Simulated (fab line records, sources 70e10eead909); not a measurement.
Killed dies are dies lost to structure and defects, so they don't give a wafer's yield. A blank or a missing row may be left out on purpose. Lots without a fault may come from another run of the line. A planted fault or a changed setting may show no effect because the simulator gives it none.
fab line records | flow nand_harc
record lots=24 wafers=72 last_day=33
route steps=1302 shown A_CONTACT@1085 A_BLC@1133 A_M0@1149 A_M1@1194 A_BONDPAD@1203
lots that met no fault: from a run of the same line without faults
start_h: hours from the record's first day to the start of the lot's first wafer shown | wait_h: hours since the lot's step before | " the same as in the row above | L1.1+2: a row that stands for several wafers | - no value, or no start given | * or withheld: withheld | < > ~ a bound
route shown NAME@n: a module of which the file shows steps, and the number in the route of the first | usual: mean/standard deviation of fault-free wafers | same: alike in all rows | chamber/n: place in a boat | sites: the reading at each site | _std_site: their standard deviation | _edge_site: outer sites' mean less inner sites' | radius_mm: how far each site lies from the wafer's centre | mask NAME#n: copy n | behind: the tool/chamber that last shaped the wafer | hold: why the lot was held/for how many hours/how that ended | device: the transistor (n, p or np) that didn't switch | end of line: the same wafers' tests at the end of the route | a step without rows: its recipe alone | killed: dies lost to structure and defects at the first sort, not the wafer's yield | map: a wafer's dies, x killed, . not, _ none there
set.NAME: the setting as run; set.NAME@STEP: as run at that earlier step | model.NAME: the simulator's own value behind a step, which no gauge read
steps of the route over a sample of lots; a table a step, a row a wafer
services: from which hour (start_h, from the record's first day; less than 0 if before it) a tool's chamber was out of use, for how many hours, and why
## steps
# step NHARC_A_CONTACT_ETCH_31
# recipe target_depth_a=28000 over_etch_frac=0.3 time_s=728 ion_energy_ev=150 o2_flow_sccm=400 cos_flow_sccm=20 ar_flow_sccm=0 rf_w=500 bias_w=300 chemistry=O2/COS
# usual drypump_motor_current_A=5.82/0.25 oes_product_au=0.996/0.014 rf_vpp_V=314.6/1.5 showerhead_plenum_p_Torr=3.15/0.099 throttle_valve_pct=28.330/0.0083
# columns lot.wafer tool chamber start_h wait_h drypump_motor_current_A oes_product_au rf_hours_counter_h rf_vpp_V showerhead_plenum_p_Torr throttle_valve_pct
L074.4 rie_diel-05 0 - - 5.71 1.010 18 314.6 3.14 28.324
L074.3 " 2 " " 6.12 1.003 19 312.0 2.98 28.331
L074.5 " 1 " " 6.00 0.972 - 315.0 3.17 28.333
L075.3 rie_diel-05 0 - - 5.71 1.008 19 314.3 3.14 28.331
L075.4 " 2 " " 6.12 1.003 21 312.0 2.98 28.348
L075.6 " 1 " " 5.99 0.969 - 314.3 3.17 28.324
L076.1 rie_diel-05 1 - - 5.99 0.977 21 316.2 3.17 28.328
L076.2 " 3 " " 5.70 1.017 21 314.7 3.24 28.334
L076.5 " 0 " " 5.69 0.998 - 313.8 3.14 28.317
L078.1 rie_diel-05 1 - - 5.99 0.973 23 314.4 3.16 28.332
L078.3 " 3 " " 5.70 1.014 23 317.1 3.24 28.309
L078.6 " 2 " " 6.06 0.995 - 311.9 2.98 28.343
L077.3 rie_diel-05 3 - - 5.71 1.013 23 316.3 3.24 28.334
L077.2 " 0 " " 5.70 0.995 23 314.7 3.14 28.334
L077.4 " 2 " " 6.13 1.008 24 312.2 2.98 28.330
L080.4 rie_diel-05 0 - - 5.70 1.003 27 314.2 3.14 28.333
L080.1 " 2 " " 6.08 1.001 27 312.7 2.98 28.333
L080.2 " 3 " " 5.70 1.016 28 314.3 3.24 28.322
L079.1 rie_diel-01 2 - - 5.87 0.980 6 316.1 3.31 28.332
L079.3 " 3 " " 5.64 0.998 6 318.5 3.29 28.332
L079.4 " 1 " " 6.13 1.002 4 313.8 3.05 28.339
L081.2 rie_diel-10 1 - - 5.74 1.029 43 312.6 3.11 28.341
L081.3 " 3 " " 5.93 1.005 51 314.8 3.19 28.335
L081.6 " 1 " " 5.76 1.020 - 314.7 3.11 28.324
L082.3 rie_diel-05 1 - - 5.98 0.980 0 314.7 3.16 28.318
L082.2 " 2 " " 6.08 1.013 0 313.1 2.98 28.338
L082.5 " 1 " " 6.00 0.981 - 314.7 3.16 28.330
L083.3 rie_diel-05 1 - - 6.00 0.986 1 315.4 3.16 28.343
L083.4 " 2 " " 6.05 1.021 1 313.2 2.98 28.325
L083.6 " 1 " " 5.99 0.985 - 315.2 3.16 28.346
L084.2 rie_diel-05 1 - - 5.96 0.970 6 315.1 3.16 28.328
L084.3 " 2 " " 6.07 1.024 5 313.2 2.97 28.329
L084.5 " 1 " " 5.98 0.978 - 313.6 3.16 28.313
L085.2 rie_diel-10 0 - - 5.46 0.978 1 316.4 3.32 28.329
L085.5 " 3 " " 5.97 0.969 - 315.7 3.19 28.337
L085.6 " 0 " " 5.46 0.985 - 316.8 3.32 28.338
L086.1 rie_diel-10 2 - - 5.40 0.996 5 317.1 3.34 28.315
L086.2 " 3 " " 5.94 0.968 4 314.9 3.19 28.336
L086.6 " 1 " " 5.76 1.010 - 315.7 3.11 28.341
L087.4 rie_diel-05 3 - - 5.71 0.989 9 315.3 3.23 28.337
L087.1 " 0 " " 5.73 0.994 11 313.2 3.13 28.323
L087.5 " 1 " " 5.98 0.988 - 314.9 3.16 28.329
L088.2 rie_diel-05 0 - - 5.71 1.001 13 314.4 3.13 28.347
L088.3 " 1 " " 5.98 0.977 12 313.2 3.16 28.341
L088.6 " 0 " " 5.71 1.008 - 313.8 3.13 28.317
L089.4 rie_diel-05 0 - - 5.71 1.001 14 314.4 3.13 28.333
L089.6 " 0 " " 5.71 1.001 - 315.2 3.13 28.335
L089.5 " 1 " " 6.02 0.977 - 315.2 3.15 28.329
L090.3 rie_diel-05 2 - - 6.18 1.022 15 312.1 2.97 28.343
L090.1 " 0 " " 5.71 1.010 19 313.4 3.13 28.334
L090.5 " 2 " " 6.06 1.016 - 311.6 2.97 28.332
L091.1 rie_diel-05 2 - - 6.08 1.011 15 312.1 2.97 28.334
L091.5 " 0 " " 5.69 1.009 - 314.4 3.13 28.325
L091.6 " 1 " " 6.00 0.991 - 314.9 3.15 28.323
L092.2 rie_diel-05 2 - - 6.09 1.015 23 312.1 2.97 28.332
L092.5 " 3 " " 5.72 0.986 - 315.5 3.22 28.325
L092.6 " 0 " " 5.72 0.992 - 314.4 3.12 28.321
L093.1 rie_diel-01 0 - - 4.73 1.002 48 313.1 3.08 28.326
L093.2 " 3 " " 5.66 1.004 41 316.2 3.27 28.322
L093.5 " 1 " " 6.12 1.011 - 311.6 3.03 28.330
L094.2 rie_diel-05 1 - - 6.00 0.983 26 314.0 3.15 28.343
L094.5 " 3 " " 5.71 0.997 - 316.5 3.22 28.321
L094.6 " 0 " " 5.72 0.996 - 314.7 3.12 28.338
L095.2 rie_diel-01 2 - - 5.83 0.985 55 316.7 3.28 28.341
L095.1 " 3 " " 5.66 1.016 48 316.2 3.27 28.333
L095.4 " 2 " " 5.86 0.990 - 316.1 3.28 28.316
L096.4 rie_diel-05 3 - - 5.72 0.992 30 314.3 3.22 28.343
L096.2 " 2 " " 6.11 0.996 31 312.8 2.96 28.342
L096.6 " 0 " " 5.70 0.988 - 314.5 3.12 28.327
L097.4 rie_diel-05 2 - - 6.12 1.010 31 313.0 2.96 28.344
L097.3 " 3 " " 5.70 0.995 31 315.2 3.22 28.316
L097.5 " 0 " " 5.72 1.005 - 315.0 3.12 28.328
# step NHARC_A_CONTACT_ETCH_98
# recipe target_depth_a=200 over_etch_frac=0.5 time_s=10 ion_energy_ev=250 c4f6_flow_sccm=25 o2_flow_sccm=20 ar_flow_sccm=500 rf_w=600 bias_w=500 chemistry=C4F6/O2
# usual drypump_motor_current_A=5.8/0.31 oes_product_au=0.952/0.019 rf_vpp_V=547.7/2.8 showerhead_plenum_p_Torr=3.96/0.13 throttle_valve_pct=26.904/0.0083
# columns lot.wafer tool chamber start_h wait_h drypump_motor_current_A oes_product_au rf_hours_counter_h rf_vpp_V showerhead_plenum_p_Torr throttle_valve_pct
L074.4 rie_diel-05 0 - - 5.7 0.953 18 548.8 3.95 26.894
L074.3 " 1 " " 6.0 0.920 19 548.0 3.98 26.900
L074.5 " 3 " " 5.7 0.957 - 549.6 4.07 26.896
L075.4 rie_diel-05 0 - - 5.7 0.960 20 546.9 3.95 26.896
L075.3 " 3 " " 5.7 0.967 21 549.4 4.07 26.901
L075.6 " 1 " " 6.0 0.949 - 548.8 3.98 26.879
L076.2 rie_diel-05 2 - - 6.2 0.962 22 543.3 3.75 26.906
L076.1 " 0 " " 5.7 0.955 21 545.9 3.95 26.902
L076.5 " 3 " " 5.7 0.971 - 547.8 4.07 26.902
L078.3 rie_diel-05 0 - - 5.7 0.948 23 547.7 3.95 26.895
L078.1 " 3 " " 5.7 0.960 23 549.6 4.06 26.909
L078.6 " 1 " " 6.0 0.933 - 548.0 3.97 26.888
L077.4 rie_diel-05 2 - - 6.1 0.956 24 542.5 3.75 26.901
L077.3 " 3 " " 5.7 0.951 24 550.8 4.06 26.908
L077.2 " 1 " " 6.0 0.923 24 548.1 3.97 26.921
L080.1 rie_diel-10 0 - - 5.5 0.979 45 553.5 4.16 26.906
L080.2 " 1 " " 5.7 0.994 38 546.8 3.91 26.906
L080.4 " 3 " " 5.9 0.969 45 547.2 4.01 26.893
L079.4 rie_diel-05 0 - - 5.7 0.955 29 547.8 3.94 26.904
L079.3 " 1 " " 6.0 0.941 29 547.2 3.97 26.895
L079.1 " 2 " " 6.1 0.941 30 543.4 3.75 26.894
L081.2 rie_diel-01 3 - - 5.6 0.998 11 550.2 4.12 26.901
L081.3 " 0 " " 4.7 1.005 9 545.1 3.89 26.902
L081.6 " 0 " " 4.7 1.003 - 547.5 3.89 26.905
L082.3 rie_diel-01 2 - - 5.9 0.956 15 550.5 4.14 26.934
L082.2 " 3 " " 5.6 0.947 14 550.3 4.12 26.908
L082.5 " 0 " " 4.7 0.947 - 546.5 3.89 26.907
L083.3 rie_diel-10 3 - - 5.9 0.940 56 548.4 4.00 26.911
L083.4 " 1 " " 5.7 0.956 48 545.5 3.91 26.906
L083.6 " 3 " " 5.9 0.955 - 549.0 4.00 26.902
L084.3 rie_diel-05 2 - - 6.1 0.963 5 542.6 3.74 26.903
L084.2 " 1 " " 6.0 0.933 6 547.5 3.97 26.921
L084.5 " 3 " " 5.7 0.947 - 547.9 4.06 26.902
L085.2 rie_diel-10 0 - - 5.5 0.929 3 552.7 4.16 26.897
L085.6 " 3 " " 6.0 0.924 - 549.1 4.00 26.908
L085.5 " 0 " " 5.5 0.930 - 552.5 4.16 26.899
L086.1 rie_diel-05 0 - - 5.7 0.948 11 548.5 3.94 26.889
L086.2 " 1 " " 6.0 0.922 10 547.3 3.96 26.915
L086.6 " 0 " " 5.7 0.954 - 547.3 3.94 26.914
L087.4 rie_diel-05 1 - - 6.0 0.917 10 547.2 3.96 26.898
L087.1 " 3 " " 5.7 0.942 9 547.7 4.05 26.920
L087.5 " 1 " " 6.0 0.918 - 548.2 3.96 26.899
L088.2 rie_diel-05 1 - - 6.0 0.925 14 548.6 3.96 26.898
L088.3 " 0 " " 5.7 0.946 14 547.0 3.93 26.903
L088.6 " 1 " " 6.0 0.917 - 548.2 3.96 26.899
L089.4 rie_diel-01 1 - - 6.1 0.946 34 546.2 3.82 26.912
L089.6 " 0 " " 4.8 0.948 - 548.2 3.88 26.907
L089.5 " 1 " " 6.1 0.956 - 545.4 3.82 26.896
L090.3 rie_diel-01 1 - - 6.2 0.963 37 545.0 3.82 26.903
L090.1 " 2 " " 5.9 0.938 38 551.1 4.13 26.916
L090.5 " 2 " " 5.9 0.938 - 549.2 4.13 26.911
L091.1 rie_diel-05 1 - - 6.0 0.944 19 548.3 3.96 26.906
L091.6 " 3 " " 5.7 0.974 - 551.3 4.05 26.912
L091.5 " 0 " " 5.7 0.968 - 548.3 3.93 26.899
L092.2 rie_diel-05 1 - - 6.0 0.937 24 548.3 3.96 26.901
L092.5 " 0 " " 5.7 0.980 - 548.1 3.93 26.907
L092.6 " 1 " " 6.0 0.948 - 547.3 3.96 26.900
L093.2 rie_diel-05 3 - - 5.7 0.924 24 550.5 4.05 26.893
L093.1 " 1 " " 6.0 0.929 24 547.2 3.96 26.922
L093.5 " 3 " " 5.7 0.938 - 549.6 4.05 26.906
L094.2 rie_diel-05 2 - - 6.1 0.974 28 542.7 3.73 26.905
L094.5 " 3 " " 5.7 0.962 - 550.1 4.04 26.914
L094.6 " 0 " " 5.7 0.945 - 547.0 3.92 26.913
L095.1 rie_diel-05 2 - - 6.1 0.958 29 542.9 3.73 26.909
L095.2 " 3 " " 5.7 0.948 29 548.3 4.04 26.905
L095.4 " 0 " " 5.7 0.937 32 545.9 3.92 26.912
L096.4 rie_diel-10 1 - - 5.8 0.945 39 546.5 3.88 26.910
L096.2 " 2 " " 5.4 0.965 38 551.5 4.17 26.906
L096.6 " 1 " " 5.8 0.943 - 547.0 3.88 26.900
L097.3 rie_diel-10 3 - - 5.9 0.917 37 546.8 3.98 26.891
L097.4 " 0 " " 5.5 0.941 32 551.8 4.14 26.914
L097.5 " 2 " " 5.4 0.962 - 551.4 4.17 26.900
# step NHARC_A_BLC_CMP_25
# recipe t_overpolish_s=30 target_thk_nm=150
# usual motor_current_A=12.2/1.4 overpolish_run_s=30.000/0.0084 time_to_endpoint_s=29.7/2.6
# columns lot.wafer tool chamber start_h wait_h motor_current_A overpolish_run_s time_to_endpoint_s
L074.3 cmp-01 1 528.72 0.4 16.1 29.999 30.7
L074.4 " 2 " " 13.0 30.016 32.5
L074.5 " 0 " " 13.1 29.989 32.7
L075.3 cmp-03 1 534.28 0.3 11.2 29.997 31.8
L075.4 " 0 " " 10.4 30.003 33.3
L075.6 " 1 " " 11.2 29.992 31.0
L076.1 cmp-02 0 540.50 0.5 11.6 30.000 33.0
L076.2 " 1 " " 13.0 29.992 31.6
L076.5 " 3 " " 11.6 29.990 29.3
L078.3 cmp-03 3 552.14 0.3 13.5 30.004 28.6
L078.1 " 1 " " 11.4 30.001 26.6
L078.6 " 3 " " 13.7 30.006 29.3
L077.3 cmp-01 0 554.36 0.3 13.4 30.001 34.0
L077.2 " 1 " " 15.5 29.996 30.6
L077.4 " 3 " " 14.1 30.010 30.4
L080.2 cmp-03 2 580.77 0.4 11.9 29.992 26.1
L080.4 " 3 " " 13.9 29.998 29.6
L080.1 " 0 " " 10.2 29.983 33.6
L079.3 cmp-03 0 584.21 0.2 10.3 29.999 28.6
L079.4 " 1 " " 11.9 30.012 26.6
L079.1 " 3 " " 12.9 29.990 25.6
L081.2 cmp-03 1 594.47 0.4 12.5 29.993 27.0
L081.3 " 2 " " 11.3 29.996 25.8
L081.6 " 0 " " 10.4 30.006 29.8
L082.2 cmp-03 3 602.98 0.5 13.9 29.992 29.1
L082.3 " 2 " " 10.8 29.990 25.7
L082.5 " 0 " " 10.1 29.996 31.4
L083.3 cmp-01 1 604.80 0.4 16.0 30.009 25.9
L083.4 " 2 " " 12.8 29.987 25.4
L083.6 " 3 " " 14.7 29.994 29.5
L084.2 cmp-03 0 617.17 0.4 10.3 29.992 32.3
L084.3 " 1 " " 11.7 30.002 30.8
L084.5 " 1 " " 11.4 29.994 30.9
L085.2 cmp-03 2 626.54 0.4 10.6 29.987 26.7
L085.6 " 1 " " 12.3 30.010 27.4
L085.5 " 2 " " 11.4 30.006 28.1
L086.1 cmp-02 3 637.46 0.5 11.0 30.017 29.1
L086.2 " 0 " " 12.1 29.992 33.1
L086.6 " 2 " " 12.4 29.996 29.8
L087.4 cmp-03 2 639.18 0.3 10.8 29.990 26.8
L087.1 " 3 " " 14.1 30.006 31.1
L087.5 " 1 " " 11.8 29.999 27.6
L088.2 cmp-03 1 656.67 0.4 11.6 30.007 28.2
L088.3 " 2 " " 11.6 29.989 25.7
L088.6 " 1 " " 11.5 30.000 27.9
L089.4 cmp-03 1 660.55 0.3 12.0 29.992 26.1
L089.5 " 1 " " 11.8 29.994 28.0
L089.6 " 2 " " 11.4 30.001 25.3
L090.1 cmp-02 2 677.97 0.4 11.6 30.001 29.5
L090.3 " 3 " " 11.7 29.998 28.9
L090.5 " 3 " " 11.6 29.988 27.2
L091.1 cmp-03 0 683.56 0.5 11.0 30.001 36.0
L091.5 " 3 " " 13.3 29.992 29.2
L091.6 " 0 " " 10.9 29.998 33.3
L092.2 cmp-02 0 709.78 0.4 11.3 30.008 34.3
L092.6 " 2 " " 11.5 29.995 31.4
L092.5 " 3 " " 11.5 30.001 29.4
L093.2 cmp-03 3 710.70 0.4 14.1 30.005 29.1
L093.1 " 0 " " 10.4 30.003 33.4
L093.5 " 3 " " 13.8 30.011 29.0
L094.2 cmp-01 3 727.65 0.5 14.7 30.001 35.1
L094.6 " 1 " " 14.8 29.991 32.4
L094.5 " 2 " " 13.3 30.010 33.6
L095.1 cmp-03 3 730.79 0.4 13.8 30.001 29.8
L095.4 " 1 " " 12.1 30.013 29.6
L095.2 " 2 " " 10.7 29.984 25.8
L096.2 cmp-03 3 738.22 0.4 13.2 30.024 28.2
L096.4 " 1 " " 11.7 29.990 29.6
L096.6 " 3 " " 13.4 30.011 29.5
L097.3 cmp-01 2 745.83 0.3 14.0 29.974 32.4
L097.4 " 1 " " 14.8 30.005 32.0
L097.5 " 3 " " 13.8 30.009 33.5
# step NHARC_A_M0_INSPECT_11
# usual raw_defect_count=80/37
# columns lot.wafer tool chamber start_h wait_h raw_defect_count
L074.3 defect_inspect-02 - 530.18 0.0 97
L074.4 " - " " 89
L074.5 " - " " 79
L075.3 defect_inspect-01 - 535.62 0.0 62
L075.4 " - " " 65
L075.6 " - " " 55
L076.1 defect_inspect-02 - 541.88 0.0 67
L076.2 " - " " 73
L076.5 " - " " 72
L078.1 defect_inspect-01 - 553.54 0.0 30
L078.3 " - " " 31
L078.6 " - " " 27
L077.2 defect_inspect-02 - 555.78 0.0 153
L077.3 " - " " 146
L077.4 " - " " 152
L080.1 defect_inspect-02 - 582.07 0.0 63
L080.2 " - " " 53
L080.4 " - " " 74
L079.1 defect_inspect-02 - 585.63 0.0 32
L079.3 " - " " 29
L079.4 " - " " 39
L081.2 defect_inspect-02 - 595.75 0.0 106
L081.3 " - " " 104
L081.6 " - " " 116
L082.2 defect_inspect-02 - 604.43 0.0 88
L082.3 " - " " 77
L082.5 " - " " 89
L083.3 defect_inspect-01 - 606.19 0.0 77
L083.4 " - " " 73
L083.6 " - " " 83
L084.2 defect_inspect-02 - 618.60 0.0 71
L084.3 " - " " 66
L084.5 " - " " 51
L085.2 defect_inspect-02 - 627.83 0.0 41
L085.5 " - " " 37
L085.6 " - " " 48
L086.1 defect_inspect-02 - 638.86 0.0 12
L086.2 " - " " 16
L086.6 " - " " 29
L087.1 defect_inspect-01 - 640.56 0.0 135
L087.4 " - " " 140
L087.5 " - " " 125
L088.2 defect_inspect-01 - 658.10 0.0 50
L088.3 " - " " 49
L088.6 " - " " 47
L089.4 defect_inspect-02 - 661.85 0.0 117
L089.5 " - " " 93
L089.6 " - " " 126
L090.1 defect_inspect-02 - 679.39 0.0 115
L090.3 " - " " 123
L090.5 " - " " 125
L091.1 defect_inspect-01 - 685.00 0.0 89
L091.5 " - " " 89
L091.6 " - " " 91
L092.2 defect_inspect-01 - 711.19 0.0 67
L092.5 " - " " 86
L092.6 " - " " 84
L093.1 defect_inspect-01 - 712.00 0.0 125
L093.2 " - " " 101
L093.5 " - " " 122
L094.2 defect_inspect-01 - 728.91 0.0 115
L094.5 " - " " 121
L094.6 " - " " 121
L095.1 defect_inspect-02 - 732.09 0.0 17
L095.2 " - " " 21
L095.4 " - " " 21
L096.2 defect_inspect-01 - 739.66 0.0 114
L096.4 " - " " 101
L096.6 " - " " 104
L097.3 defect_inspect-02 - 747.13 0.0 59
L097.4 " - " " 54
L097.5 " - " " 62
# step NHARC_A_M1_ANNEAL_31
# recipe temp_c=225 time_s=90
# usual wafer_temp_C_max=225.58/0.2
# columns lot.wafer tool chamber start_h wait_h wafer_temp_C_max
L074.3 rtp_anneal-02 0 536.13 - 225.26
L074.4 " 0 " " 225.62
L074.5 " 0 " " 225.36
L075.3 rtp_anneal-01 0 541.60 - 225.44
L075.4 " 0 " " 225.38
L075.6 " 0 " " 225.09
L076.1 rtp_anneal-02 0 547.81 - 225.49
L076.2 " 0 " " 225.39
L076.5 " 0 " " 225.51
L078.1 rtp_anneal-01 0 559.44 0.3 226.16
L078.3 " 0 " " 225.82
L078.6 " 0 " " 225.67
L077.2 rtp_anneal-02 0 561.71 - 225.36
L077.3 " 0 " " 225.24
L077.4 " 0 " " 225.45
L080.1 rtp_anneal-01 0 588.15 - 225.89
L080.2 " 0 " " 225.69
L080.4 " 0 " " 225.54
L079.1 rtp_anneal-01 0 591.54 - 225.88
L079.3 " 0 " " 225.76
L079.4 " 0 " " 225.65
L081.2 rtp_anneal-02 0 602.18 - 225.84
L081.3 " 0 " " 225.33
L081.6 " 0 " " 225.25
L082.2 rtp_anneal-02 0 610.22 0.3 225.39
L082.3 " 0 " " 225.56
L082.5 " 0 " " 225.55
L083.3 rtp_anneal-02 0 612.40 - 225.52
L083.4 " 0 " " 225.35
L083.6 " 0 " " 225.36
L084.2 rtp_anneal-01 0 624.57 0.3 225.72
L084.3 " 0 " " 225.35
L084.5 " 0 " " 225.63
L085.2 rtp_anneal-02 0 633.62 - 225.83
L085.5 " 0 " " 225.27
L085.6 " 0 " " 225.31
L086.1 rtp_anneal-02 0 644.75 0.3 225.86
L086.2 " 0 " " 225.92
L086.6 " 0 " " 225.73
L087.1 rtp_anneal-01 0 646.78 0.3 225.54
L087.4 " 0 " " 225.42
L087.5 " 0 " " 225.52
L088.2 rtp_anneal-01 0 664.11 0.3 225.81
L088.3 " 0 " " 225.53
L088.6 " 0 " " 225.46
L089.4 rtp_anneal-01 0 668.09 - 225.50
L089.5 " 0 " " 225.43
L089.6 " 0 " " 225.76
L090.1 rtp_anneal-02 0 685.44 0.3 225.46
L090.3 " 0 " " 225.62
L090.5 " 0 " " 225.73
L091.1 rtp_anneal-02 0 690.89 - 225.33
L091.5 " 0 " " 225.50
L091.6 " 0 " " 225.51
L092.2 rtp_anneal-02 0 717.08 0.3 225.80
L092.5 " 0 " " 225.84
L092.6 " 0 " " 225.47
L093.1 rtp_anneal-02 0 717.98 - 225.75
L093.2 " 0 " " 225.72
L093.5 " 0 " " 225.76
L094.2 rtp_anneal-02 0 735.39 - 225.95
L094.5 " 0 " " 225.62
L094.6 " 0 " " 225.67
L095.1 rtp_anneal-02 0 738.03 0.3 225.79
L095.2 " 0 " " 225.83
L095.4 " 0 " " 225.80
L096.2 rtp_anneal-01 0 745.93 - 225.57
L096.4 " 0 " " 225.63
L096.6 " 0 " " 225.65
L097.3 rtp_anneal-01 0 753.07 - 225.69
L097.4 " 0 " " 225.68
L097.5 " 0 " " 225.66
# step NHARC_A_BONDPAD_CMP_29
# recipe target_thk_nm=200 material=SiCN
# usual motor_current_A=12.9/1.3
# columns lot.wafer tool chamber start_h wait_h motor_current_A
L074.3 cmp-01 1 537.95 - 15.1
L074.4 " 0 " " 13.5
L074.5 " 1 " " 15.6
L075.3 cmp-02 0 543.42 - 11.2
L075.4 " 1 " " 13.6
L075.6 " 1 " " 13.0
L076.1 cmp-04 1 549.73 - 11.9
L076.2 " 3 " " 11.7
L076.5 " 1 " " 11.4
L078.1 cmp-04 0 561.36 - 12.2
L078.3 " 3 " " 12.0
L078.6 " 1 " " 11.7
L077.4 cmp-04 0 563.57 - 11.7
L077.3 " 2 " " 13.4
L077.2 " 3 " " 11.7
L080.2 cmp-02 0 590.08 - 11.7
L080.4 " 1 " " 13.1
L080.1 " 3 " " 11.3
L079.3 cmp-04 1 593.48 - 11.9
L079.1 " 2 " " 14.3
L079.4 " 3 " " 11.5
L081.3 cmp-01 2 604.07 - 13.4
L081.2 " 0 " " 13.5
L081.6 " 1 " " 15.2
L082.2 cmp-01 3 612.11 - 14.4
L082.3 " 1 " " 15.0
L082.5 " 3 " " 14.4
L083.4 cmp-04 2 614.21 - 13.6
L083.3 " 1 " " 11.5
L083.6 " 3 " " 12.4
L084.2 cmp-01 0 626.47 - 13.4
L084.3 " 1 " " 15.2
L084.5 " 0 " " 13.5
L085.2 cmp-01 3 635.51 - 14.1
L085.5 " 3 " " 14.1
L085.6 " 0 " " 13.2
L086.2 cmp-02 0 646.67 - 11.2
L086.1 " 3 " " 11.4
L086.6 " 1 " " 13.0
L087.1 cmp-04 2 648.75 - 14.1
L087.4 " 3 " " 12.3
L087.5 " 1 " " 11.5
L088.2 cmp-01 1 666.01 - 14.1
L088.3 " 3 " " 13.6
L088.6 " 0 " " 13.3
L089.4 cmp-02 0 669.85 - 11.5
L089.5 " 0 " " 11.2
L089.6 " 1 " " 12.9
L090.3 cmp-02 1 687.42 - 12.6
L090.1 " 3 " " 11.6
L090.5 " 0 " " 11.3
L091.1 cmp-04 3 692.85 - 11.7
L091.5 " 2 " " 14.6
L091.6 " 3 " " 12.1
L092.2 cmp-01 1 718.95 - 15.3
L092.5 " 1 " " 16.0
L092.6 " 2 " " 12.7
L093.2 cmp-04 3 720.07 0.4 12.5
L093.1 " 2 " " 14.9
L093.5 " 0 " " 12.2
L094.2 cmp-01 2 737.31 - 13.1
L094.6 " 1 " " 15.0
L094.5 " 2 " " 12.7
L095.4 cmp-01 3 739.99 - 14.2
L095.2 " 0 " " 12.9
L095.1 " 1 " " 15.6
L096.2 cmp-02 0 747.82 - 11.6
L096.4 " 2 " " 11.0
L096.6 " 1 " " 13.2
L097.4 cmp-01 0 754.89 - 13.4
L097.3 " 3 " " 14.5
L097.5 " 0 " " 13.6
## services
# columns tool chamber start_h hours kind
rie_diel-10 0 498.78 5.2 repair
rie_diel-05 2 503.05 1.7 repair
cmp-04 - 503.29 4.0 pm
rie_diel-10 0 539.17 2.1 repair
cmp-03 - 554.15 4.0 pm
cmp-02 - 562.43 0.7 repair
cmp-02 - 565.38 4.0 pm
cmp-01 - 579.18 4.0 pm
rie_diel-05 - 584.22 9.0 pm
cmp-02 - 617.78 2.6 repair
cmp-02 - 639.23 0.5 repair
rie_diel-05 0 641.73 1.7 repair
cmp-03 - 652.15 4.0 pm
cmp-02 - 659.27 5.8 repair
cmp-02 - 665.12 4.0 pm
cmp-01 - 677.20 4.0 pm
rie_diel-05 1 684.98 12.2 repair
cmp-02 - 686.10 0.9 repair
cmp-03 - 700.66 0.4 repair
cmp-02 - 701.79 3.2 repair
cmp-02 - 720.59 0.9 repair
cmp-01 - 732.13 2.6 repair
rtp_anneal-02 - 744.23 12.0 pm
cmp-03 - 750.15 4.0 pm
## key
fault none
